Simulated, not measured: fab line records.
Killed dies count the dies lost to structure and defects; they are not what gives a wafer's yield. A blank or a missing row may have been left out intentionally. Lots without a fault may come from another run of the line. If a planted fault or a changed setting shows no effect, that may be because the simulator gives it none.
fab line records    flow n5_finfet    part 1 of 2: steps 1 to 18 of 28
record: lots: 5  wafers: 15  last_day: 17
route steps=1938 shown BEOL_M3@962
lots untouched by any fault: they come from a run of this same line in which no faults occurred
start_h: the number of hours between the record's first day and the start of the first shown wafer of the lot    wait_h: time in hours since the lot's previous step    " identical to the entry in the row above    L1.1+2: a row that stands for several wafers    - value missing, or start not given    * or withheld: withheld    < > ~ a bound
route shown NAME@n: a module of which the file shows steps, and the number in the route of the first    usual: mean/standard deviation taken from wafers without a fault    same: alike in all rows    chamber/n: place in a boat    sites: readings site by site    _std_site: standard deviation of those values    _edge_site: inner sites' mean taken away from outer sites' mean    radius_mm: how far each site lies from the wafer's centre    mask NAME#n: copy n    behind: tool/chamber where the wafer was last shaped    hold: cause of the lot's hold/its duration in hours/its outcome    device: the n, p or np transistor that did not switch    end of line: tests of these same wafers at the route's end    a step without rows: its recipe alone    killed: at the first sort, the dies lost to defects and structure; wafer yield is something else    map: the dies of a wafer, with x for killed, . for not killed, _ for no die there
set.NAME: the setting the step ran with; set.NAME@STEP: the setting that earlier step ran with    model.NAME: the simulator's own value behind a step, which no gauge read
lots at some steps of the route; a table a step, a row a wafer
services: a tool's chamber out of use, with start hour (start_h, from the record's first day; less than 0 if before it), hours out, and reason
== steps ==
step: N5_BEOL_M3_SOFTBAKE_23
recipe: temp_c: 110  time_s: 60  resist: CAR-EUV
usual: chill_plate_temp_C: 22.99/0.092
lot.wafer  tool            chamber  start_h  wait_h  chill_plate_temp_C
L084.1     litho_track-02  0        -        -       22.94
L084.5     "               0        "        "       22.99
L084.6     "               0        "        "       22.88
L088.1     litho_track-02  0        -        -       22.90
L088.3     "               0        "        "       23.00
L088.6     "               0        "        "       22.97
L090.1     litho_track-05  0        -        -       23.01
L090.2     "               0        "        "       23.09
L090.5     "               0        "        "       22.88
L093.2     litho_track-03  0        -        -       23.18
L093.3     "               0        "        "       23.06
L093.5     "               0        "        "       23.16
L092.2     litho_track-02  0        -        -       23.14
L092.5     "               0        "        "       22.99
L092.6     "               0        "        "       23.06
step: N5_BEOL_M3_EXPOSE_25
recipe: mask_id: V2  na: 0.33  source_shape: quasar  sigma_inner: 0.2  sigma_outer: 0.8  polarization: unpolarized  defocus_nm: 5  dose_mj: 63
same: dipole_opening_deg: 30
lot.wafer   tool            chamber  start_h  wait_h  mask
L084.1+5+6  euv_scanner-02  0        197.04   -       V2#0
L088.1+3+6  euv_scanner-02  0        227.08   -       V2#0
L090.1+2+5  euv_scanner-02  0        241.98   -       V2#0
L093.2+3+5  euv_scanner-01  0        262.72   -       V2#0
L092.2+5+6  euv_scanner-01  0        266.93   -       V2#0
step: N5_BEOL_M3_PEB_26
recipe: peb_temp_c: 100  peb_time_s: 60  resist: CAR-EUV
usual: chill_plate_temp_C: 22.99/0.095
lot.wafer  tool            chamber  start_h  wait_h  chill_plate_temp_C
L084.1     litho_track-05  0        197.12   0.1     22.93
L084.5     "               0        "        "       22.94
L084.6     "               0        "        "       22.91
L088.1     litho_track-02  0        227.16   0.1     22.94
L088.3     "               0        "        "       22.96
L088.6     "               0        "        "       22.86
L090.1     litho_track-02  0        242.05   0.1     23.04
L090.2     "               0        "        "       23.04
L090.5     "               0        "        "       22.95
L093.2     litho_track-05  0        262.79   0.1     22.95
L093.3     "               0        "        "       23.16
L093.5     "               0        "        "       23.16
L092.2     litho_track-03  0        267.00   0.1     23.08
L092.5     "               0        "        "       22.88
L092.6     "               0        "        "       23.17
step: N5_BEOL_M3_DEVELOP_27
recipe: develop_time_s: 30  developer: TMAH  resist: CAR-EUV  rinse_liquid: surfactant_rinse  dry: air_spin  dev_temp_c: 23
usual: chill_plate_temp_C: 23.01/0.1
lot.wafer  tool            chamber  start_h  wait_h  chill_plate_temp_C
L084.1     litho_track-05  0        -        -       23.20
L084.5     "               0        "        "       23.13
L084.6     "               0        "        "       23.21
L088.1     litho_track-02  0        -        -       23.04
L088.3     "               0        "        "       23.10
L088.6     "               0        "        "       23.19
L090.1     litho_track-02  0        -        -       23.07
L090.2     "               0        "        "       23.08
L090.5     "               0        "        "       23.21
L093.2     litho_track-05  0        -        -       23.02
L093.3     "               0        "        "       22.99
L093.5     "               0        "        "       22.97
L092.2     litho_track-03  0        -        -       23.00
L092.5     "               0        "        "       23.03
L092.6     "               0        "        "       23.05
step: N5_BEOL_M3_CD_MEAS_28
recipe: target_cd_nm: 25.7  landing_energy_ev: 500  detector: se_inlens  target_cd_y_nm: 23.3  polarity: opening
usual: cd_nm: 25.7/0.31
lot.wafer  tool       chamber  start_h  wait_h  cd_nm
L084.1     cd_sem-02  0        197.19   -       25.7
L084.5     "          0        "        "       25.5
L084.6     "          0        "        "       25.9
L088.1     cd_sem-01  0        227.22   -       25.4
L088.3     "          0        "        "       25.0
L088.6     "          0        "        "       26.1
L090.1     cd_sem-02  0        242.12   -       25.6
L090.2     "          0        "        "       25.1
L090.5     "          0        "        "       25.6
L093.2     cd_sem-02  0        262.86   -       26.0
L093.3     "          0        "        "       25.6
L093.5     "          0        "        "       25.8
L092.2     cd_sem-01  0        267.07   -       25.6
L092.5     "          0        "        "       25.4
L092.6     "          0        "        "       26.0
step: N5_BEOL_M3_OVL_MEAS_29
recipe: points_per_wafer: 522
usual: V2_OVL: 0.1/0.72
lot.wafer  tool        chamber  start_h  wait_h  V2_OVL[nm]
L084.1     overlay-02  0        197.22   0.0     -1.6
L084.5     "           0        "        "       -1.1
L084.6     "           0        "        "       0.6
L088.1     overlay-01  0        227.25   0.0     1.1
L088.3     "           0        "        "       0.1
L088.6     "           0        "        "       -0.6
L090.1     overlay-01  0        242.15   0.0     0.5
L090.2     "           0        "        "       -0.5
L090.5     "           0        "        "       0.3
L093.2     overlay-01  0        262.89   0.0     -0.3
L093.3     "           0        "        "       -0.5
L093.5     "           0        "        "       -0.5
L092.2     overlay-02  0        267.11   0.0     -0.5
L092.5     "           0        "        "       0.1
L092.6     "           0        "        "       0.6
step: N5_BEOL_M3_INSPECT_30
recipe: mode: adi  inspect_instrument: brightfield
usual: raw_defect_count: 394/79
lot.wafer  tool               chamber  start_h  wait_h  raw_defect_count
L084.1     defect_inspect-02  -        197.28   0.1     401
L084.5     "                  -        "        "       416
L084.6     "                  -        "        "       456
L088.1     defect_inspect-01  -        227.31   0.1     374
L088.3     "                  -        "        "       339
L088.6     "                  -        "        "       306
L090.1     defect_inspect-02  -        242.21   0.1     308
L090.2     "                  -        "        "       385
L090.5     "                  -        "        "       337
L093.2     defect_inspect-02  -        262.95   0.0     338
L093.3     "                  -        "        "       464
L093.5     "                  -        "        "       497
L092.2     defect_inspect-01  -        267.16   0.0     341
L092.5     "                  -        "        "       332
L092.6     "                  -        "        "       354
step: N5_BEOL_M3_DESCUM_33
recipe: chemistry: O2  time_s: 7  source_power_w: 50  bias_power_w: 20  pressure_mtorr: 20  rf_frequency_hz: 2.712e+07  temp_c: 40  resist: CAR-EUV  o2_flow_sccm: 225
usual: drypump_motor_current_A: 5.7/0.46  oes_product_au: 0.77/0.076  rf_vpp_V: 243.1/1.4  showerhead_plenum_p_Torr: 2.10/0.078  throttle_valve_pct: 20.51/0.24
lot.wafer  tool         chamber  start_h  wait_h  drypump_motor_current_A  oes_product_au  rf_hours_counter_h  rf_vpp_V  showerhead_plenum_p_Torr  throttle_valve_pct
L084.1     rie_diel-01  1        197.31   0.0     6.6                      0.67            230                 243.2     1.97                      20.06
L084.5     "            3        "        "       6.6                      0.73            -                   242.5     2.18                      20.70
L084.6     "            0        "        "       5.5                      0.90            -                   244.7     2.11                      20.03
L088.1     rie_diel-02  2        227.35   0.0     5.6                      0.71            229                 240.5     1.99                      20.53
L088.3     "            1        "        "       6.2                      0.73            202                 243.5     2.06                      20.23
L088.6     "            3        "        "       5.5                      0.86            -                   246.4     2.24                      20.40
L090.1     rie_diel-02  3        242.25   0.0     5.5                      0.86            61                  245.6     2.24                      20.42
L090.2     "            2        "        "       5.5                      0.71            235                 241.6     1.99                      20.53
L090.5     "            0        "        "       5.3                      0.83            -                   241.0     2.07                      20.60
L093.2     rie_diel-01  0        262.98   0.0     5.5                      0.85            58                  243.5     2.10                      20.05
L093.3     "            1        "        "       6.6                      0.66            255                 240.3     1.96                      20.11
L093.5     "            3        "        "       6.6                      0.72            -                   243.7     2.17                      20.74
L092.2     rie_diel-03  3        267.63   0.5     5.1                      0.72            228                 241.6     2.07                      20.64
L092.5     "            3        "        "       5.1                      0.71            -                   243.2     2.06                      20.64
L092.6     "            0        "        "       5.6                      0.70            -                   243.3     2.13                      20.83
step: N5_BEOL_M3_ETCH_77
recipe: chemistry: N2/H2  target: underlayer  target_depth_a: 65  mask_material: CAR-EUV  time_s: 5.2  ion_energy_ev: 200  pressure_mtorr: 30  source_w: 840  bias_w: 150  n2_flow_sccm: 200  h2_flow_sccm: 200  ends: cleared
usual: drypump_motor_current_A: 5.7/0.46  etch_rf_on_time_s: 5.19/0.13  oes_product_au: 0.66/0.061  rf_vpp_V: 523.6/2.9  showerhead_plenum_p_Torr: 2.53/0.085  throttle_valve_pct: 17.88/0.27
lot.wafer  tool         chamber  start_h  wait_h  drypump_motor_current_A  etch_rf_on_time_s  oes_product_au  rf_hours_counter_h  rf_vpp_V  showerhead_plenum_p_Torr  throttle_valve_pct
L084.1     rie_diel-01  1        197.35   0.0     6.6                      5.21               0.59            230                 519.5     2.40                      17.58
L084.5     "            3        "        "       6.6                      5.06               0.63            -                   528.1     2.65                      18.20
L084.6     "            0        "        "       5.5                      5.12               0.76            -                   526.2     2.58                      17.45
L088.1     rie_diel-02  2        227.38   0.0     5.6                      5.23               0.60            229                 518.5     2.40                      17.87
L088.3     "            1        "        "       6.2                      5.16               0.62            202                 522.4     2.53                      17.89
L088.6     "            3        "        "       5.5                      5.26               0.73            -                   526.5     2.66                      17.46
L090.1     rie_diel-02  3        242.29   0.0     5.5                      5.24               0.73            61                  530.5     2.65                      17.50
L090.2     "            2        "        "       5.6                      5.17               0.59            235                 518.7     2.40                      17.89
L090.5     "            0        "        "       5.3                      5.51               0.68            -                   521.4     2.48                      17.76
L093.2     rie_diel-01  0        263.01   0.0     5.5                      5.18               0.73            58                  524.5     2.57                      17.49
L093.3     "            1        "        "       6.6                      5.21               0.57            255                 521.3     2.39                      17.63
L093.5     "            3        "        "       6.6                      5.10               0.61            -                   525.7     2.64                      18.23
L092.2     rie_diel-03  3        267.66   0.0     5.1                      5.07               0.60            228                 525.4     2.52                      18.16
L092.5     "            3        "        "       5.1                      5.04               0.61            -                   521.6     2.52                      18.19
L092.6     "            0        "        "       5.7                      5.08               0.61            -                   524.4     2.61                      18.32
step: N5_BEOL_M3_ETCH_69
recipe: chemistry: CF4  target: SiARC  target_depth_a: 156  mask_material: CAR-EUV  time_s: 26  ion_energy_ev: 80  pressure_mtorr: 40  source_w: 545  bias_w: 36  Ar_flow_sccm: 100  cf4_flow_sccm: 100  ends: cleared
usual: drypump_motor_current_A: 5.7/0.45  etch_rf_on_time_s: 26.0/0.73  oes_product_au: 0.65/0.06  rf_vpp_V: 184.0/1.3  showerhead_plenum_p_Torr: 2.14/0.07  throttle_valve_pct: 15.64/0.23
lot.wafer  tool         chamber  start_h  wait_h  drypump_motor_current_A  etch_rf_on_time_s  oes_product_au  rf_hours_counter_h  rf_vpp_V  showerhead_plenum_p_Torr  throttle_valve_pct
L084.1     rie_diel-01  1        197.36   0.0     6.6                      25.3               0.60            230                 183.7     2.05                      15.49
L084.5     "            3        "        "       6.6                      25.8               0.62            -                   185.2     2.21                      15.82
L084.6     "            0        "        "       5.6                      25.5               0.75            -                   185.9     2.17                      15.34
L088.1     rie_diel-02  2        227.40   0.0     5.6                      26.3               0.60            229                 184.6     2.03                      15.68
L088.3     "            1        "        "       6.2                      26.1               0.62            202                 182.7     2.12                      15.59
L088.6     "            3        "        "       5.5                      26.3               0.73            -                   186.5     2.25                      15.30
L090.1     rie_diel-02  3        242.31   0.0     5.5                      26.6               0.72            61                  185.6     2.25                      15.31
L090.2     "            2        "        "       5.6                      26.5               0.60            235                 182.0     2.03                      15.71
L090.5     "            0        "        "       5.2                      27.7               0.69            -                   182.0     2.10                      15.53
L093.2     rie_diel-01  0        263.03   0.0     5.5                      25.7               0.72            58                  183.2     2.17                      15.37
L093.3     "            1        "        "       6.6                      25.4               0.59            255                 182.3     2.04                      15.55
L093.5     "            3        "        "       6.6                      25.8               0.60            -                   187.2     2.21                      15.88
L092.2     rie_diel-03  3        267.68   0.0     5.1                      25.1               0.61            228                 184.7     2.10                      15.86
L092.5     "            3        "        "       5.1                      25.2               0.61            -                   184.3     2.10                      15.86
L092.6     "            0        "        "       5.7                      25.1               0.61            -                   183.7     2.19                      16.10
step: N5_BEOL_M3_ALD_98
recipe: material: SiO2  target_thk_a: 25  temp_c: 100  ald_precursor_family: BDEAS  ald_co_reactant: O2-plasma  pulse_time_s: 1  co_reactant_pulse_time_s: 1  purge_time_s: 2  co_reactant_purge_time_s: 2  ald_cycles: 17  pressure_torr: 2
usual: heater_power_w: 80/7  precursor_pulse_height_rel: 0.995/0.02
lot.wafer  tool        chamber  start_h  wait_h  heater_power_w  precursor_pulse_height_rel
L084.1     ald_sin-04  1        198.90   1.5     92              0.965
L084.5     "           3        "        "       81              0.967
L084.6     "           0        "        "       85              0.989
L088.1     ald_sin-02  2        227.48   0.1     79              0.997
L088.3     "           0        "        "       66              0.979
L088.6     "           2        "        "       82              1.003
L090.1     ald_sin-04  0        242.39   0.1     84              1.011
L090.2     "           2        "        "       77              0.994
L090.5     "           0        "        "       84              0.983
L093.2     ald_sin-02  0        263.13   0.1     67              0.984
L093.3     "           3        "        "       80              1.007
L093.5     "           3        "        "       81              0.977
L092.2     ald_sin-04  3        267.93   0.2     81              1.016
L092.5     "           2        "        "       78              0.987
L092.6     "           3        "        "       78              0.986
step: N5_BEOL_M3_ETCHBACK_99
recipe: chemistry: CHF3  target: SiO2  target_depth_a: 50  time_s: 10.4  source_w: 215  bias_w: 47  Ar_flow_sccm: 200  CHF3_flow_sccm: 12  ion_energy_ev: 100  pressure_mtorr: 30
usual: drypump_motor_current_A: 5.9/0.54  oes_product_au: 0.77/0.098  rf_vpp_V: 242/11  showerhead_plenum_p_Torr: 2.15/0.079  throttle_valve_pct: 17.14/0.28
lot.wafer  tool         chamber  start_h  wait_h  drypump_motor_current_A  oes_product_au  rf_hours_counter_h  rf_vpp_V  showerhead_plenum_p_Torr  throttle_valve_pct
L084.1     rie_diel-01  2        205.30   6.4     5.7                      0.71            243                 252       2.11                      17.50
L084.5     "            1        "        "       6.6                      0.68            -                   224       2.04                      16.88
L084.6     "            0        "        "       5.6                      0.87            -                   240       2.18                      16.77
L088.1     rie_diel-03  0        230.67   3.1     5.6                      0.72            236                 233       2.23                      17.66
L088.3     "            3        "        "       5.1                      0.72            215                 243       2.10                      17.16
L088.6     "            2        "        "       5.3                      0.70            -                   233       2.21                      17.43
L090.1     rie_diel-01  0        243.11   0.7     5.5                      0.84            50                  241       2.18                      16.78
L090.2     "            1        "        "       6.6                      0.68            247                 225       2.04                      16.91
L090.5     "            0        "        "       5.5                      0.85            -                   241       2.18                      16.80
L093.2     rie_diel-03  1        265.17   2.0     5.7                      0.73            211                 238       2.04                      17.34
L093.3     "            2        "        "       5.3                      1.02            1                   234       2.21                      16.92
L093.5     "            0        "        "       5.6                      0.70            -                   235       2.23                      17.68
L092.2     rie_diel-03  1        277.57   9.6     5.7                      0.73            214                 239       2.04                      17.34
L092.5     "            1        "        "       5.7                      0.73            -                   239       2.04                      17.34
L092.6     "            2        "        "       5.3                      1.00            -                   234       2.21                      16.93
step: N5_BEOL_M3_ETCH_70
recipe: chemistry: N2/H2  target: SOC  target_depth_a: 800  overetch_a: 160  mask_material: SiARC  temp_c: 40  time_s: 120  ion_energy_ev: 200  pressure_mtorr: 30  source_w: 840  bias_w: 150  n2_flow_sccm: 200  h2_flow_sccm: 200
usual: drypump_motor_current_A: 5.9/0.54  oes_product_au: 0.59/0.073  rf_vpp_V: 523.7/2.5  showerhead_plenum_p_Torr: 2.53/0.088  throttle_valve_pct: 17.8/0.33
lot.wafer  tool         chamber  start_h  wait_h  drypump_motor_current_A  oes_product_au  rf_hours_counter_h  rf_vpp_V  showerhead_plenum_p_Torr  throttle_valve_pct
L084.1     rie_diel-01  2        205.33   0.0     5.7                      0.53            243                 524.2     2.48                      18.2
L084.5     "            1        "        "       6.6                      0.53            -                   520.9     2.40                      17.5
L084.6     "            0        "        "       5.5                      0.67            -                   524.7     2.58                      17.4
L088.1     rie_diel-03  0        230.70   0.0     5.7                      0.54            236                 526.0     2.61                      18.3
L088.3     "            3        "        "       5.1                      0.54            215                 522.4     2.53                      18.1
L088.6     "            2        "        "       5.3                      0.53            -                   525.6     2.59                      18.0
L090.1     rie_diel-01  0        243.14   0.0     5.5                      0.66            50                  525.2     2.57                      17.4
L090.2     "            1        "        "       6.6                      0.53            247                 521.2     2.39                      17.6
L090.5     "            0        "        "       5.6                      0.65            -                   525.9     2.57                      17.4
L093.2     rie_diel-03  1        265.21   0.0     5.7                      0.56            211                 519.4     2.43                      18.2
L093.3     "            2        "        "       5.3                      0.78            1                   526.8     2.58                      17.5
L093.5     "            0        "        "       5.6                      0.54            -                   525.8     2.61                      18.3
L092.2     rie_diel-03  1        277.61   0.0     5.7                      0.55            214                 520.3     2.43                      18.2
L092.5     "            1        "        "       5.7                      0.56            -                   521.5     2.43                      18.2
L092.6     "            2        "        "       5.3                      0.76            -                   526.5     2.58                      17.5
step: N5_BEOL_M3_STRIP_71
recipe: chemistry: N2/H2  temp_c: 40  n2_flow_sccm: 200  h2_flow_sccm: 200  rf_frequency_hz: 6e+07
lot.wafer   tool         chamber  start_h  wait_h
L084.1+5+6  rie_diel-01  2,1,0    205.41   0.0
L088.1+3+6  rie_diel-03  0,3,2    230.78   0.0
L090.1+2+5  rie_diel-01  0,1,0    243.22   0.0
L093.2+3+5  rie_diel-03  1,2,0    265.29   0.0
L092.2+5+6  rie_diel-03  1,1,2    277.69   0.0
step: N5_BEOL_M3_STRIP_78
recipe: chemistry: N2/H2  temp_c: 40  n2_flow_sccm: 200  h2_flow_sccm: 200  rf_frequency_hz: 6e+07
lot.wafer   tool         chamber  start_h  wait_h
L084.1+5+6  rie_diel-01  2,1,0    205.42   0.0
L088.1+3+6  rie_diel-03  0,3,2    230.79   0.0
L090.1+2+5  rie_diel-01  0,1,0    243.23   0.0
L093.2+3+5  rie_diel-03  1,2,0    265.30   0.0
L092.2+5+6  rie_diel-03  1,1,2    277.70   0.0
step: N5_BEOL_M3_VIA_ETCH_34
recipe: chemistry: C4F6/O2  target_depth_a: 694  mask_material: SOC  pressure_mtorr: 15  ion_energy_ev: 250  taper_deg: 4  time_s: 65.9  source_w: 350  bias_w: 170  Ar_flow_sccm: 300  C4F6_flow_sccm: 10  O2_flow_sccm: 10
usual: drypump_motor_current_A: 5.9/0.54  oes_product_au: 0.77/0.097  rf_vpp_V: 670/31  showerhead_plenum_p_Torr: 2.84/0.1  throttle_valve_pct: 30.8/0.34
lot.wafer  tool         chamber  start_h  wait_h  drypump_motor_current_A  oes_product_au  rf_hours_counter_h  rf_vpp_V  showerhead_plenum_p_Torr  throttle_valve_pct
L084.1     rie_diel-01  2        205.43   0.0     5.7                      0.71            243                 701       2.79                      31.1
L084.5     "            1        "        "       6.6                      0.68            -                   622       2.70                      30.4
L084.6     "            0        "        "       5.5                      0.88            -                   667       2.88                      30.3
L088.1     rie_diel-03  0        230.80   0.0     5.7                      0.72            236                 648       2.94                      31.4
L088.3     "            3        "        "       5.1                      0.73            215                 672       2.77                      30.4
L088.6     "            2        "        "       5.3                      0.69            -                   646       2.92                      31.3
L090.1     rie_diel-01  0        243.24   0.0     5.5                      0.85            50                  668       2.88                      30.3
L090.2     "            1        "        "       6.6                      0.67            247                 621       2.70                      30.4
L090.5     "            0        "        "       5.5                      0.85            -                   667       2.87                      30.3
L093.2     rie_diel-03  1        265.31   0.0     5.7                      0.73            211                 657       2.70                      31.0
L093.3     "            2        "        "       5.3                      1.02            1                   645       2.92                      30.8
L093.5     "            0        "        "       5.6                      0.70            -                   649       2.94                      31.5
L092.2     rie_diel-03  1        277.71   0.0     5.7                      0.73            214                 659       2.70                      31.0
L092.5     "            1        "        "       5.7                      0.73            -                   658       2.70                      31.0
L092.6     "            2        "        "       5.3                      1.00            -                   646       2.92                      30.8
step: N5_BEOL_M3_STRIP_83
recipe: chemistry: C4F6/O2  resist: SiARC  rf_frequency_hz: 6e+07
lot.wafer   tool         chamber  start_h  wait_h
L084.1+5+6  rie_diel-01  2,1,0    205.49   0.0
L088.1+3+6  rie_diel-03  0,3,2    230.85   0.0
L090.1+2+5  rie_diel-01  0,1,0    243.29   0.0
L093.2+3+5  rie_diel-03  1,2,0    265.36   0.0
L092.2+5+6  rie_diel-03  1,1,2    277.76   0.0
step: N5_BEOL_M3_STRIP_36
recipe: chemistry: N2/H2  power_w: 450  temp_c: 40  pressure_mtorr: 20  rf_frequency_hz: 6e+07  overash_fraction: 0.3  bias_power_w: 7  h2_frac: 0.5  n2_flow_sccm: 200  h2_flow_sccm: 200
usual: drypump_motor_current_A: 5.9/0.54  oes_product_au: 0.77/0.099  rf_vpp_V: 59.2/1.4  showerhead_plenum_p_Torr: 2.53/0.088  throttle_valve_pct: 23.6/0.37
lot.wafer  tool         chamber  start_h  wait_h  drypump_motor_current_A  oes_product_au  rf_hours_counter_h  rf_vpp_V  showerhead_plenum_p_Torr  throttle_valve_pct
L084.1     rie_diel-01  2        205.50   0.0     5.7                      0.71            243                 60.4      2.48                      23.9
L084.5     "            1        "        "       6.6                      0.67            -                   59.8      2.39                      23.3
L084.6     "            0        "        "       5.6                      0.88            -                   62.0      2.57                      23.1
L088.1     rie_diel-03  0        230.86   0.0     5.7                      0.71            236                 60.7      2.61                      24.0
L088.3     "            3        "        "       5.1                      0.73            215                 60.4      2.52                      23.8
L088.6     "            2        "        "       5.3                      0.71            -                   59.6      2.58                      23.7
L090.1     rie_diel-01  0        243.30   0.0     5.5                      0.86            50                  56.9      2.57                      23.1
L090.2     "            1        "        "       6.6                      0.67            247                 60.2      2.39                      23.2
L090.5     "            0        "        "       5.5                      0.86            -                   57.4      2.57                      23.1
L093.2     rie_diel-03  1        265.37   0.0     5.7                      0.74            211                 58.9      2.43                      24.2
L093.3     "            2        "        "       5.3                      1.02            1                   59.9      2.58                      23.2
L093.5     "            0        "        "       5.7                      0.70            -                   59.8      2.60                      24.0
L092.2     rie_diel-03  1        277.77   0.0     5.8                      0.73            214                 59.0      2.43                      24.1
L092.5     "            1        "        "       5.7                      0.74            -                   58.9      2.43                      24.1
L092.6     "            2        "        "       5.2                      0.99            -                   61.4      2.58                      23.2
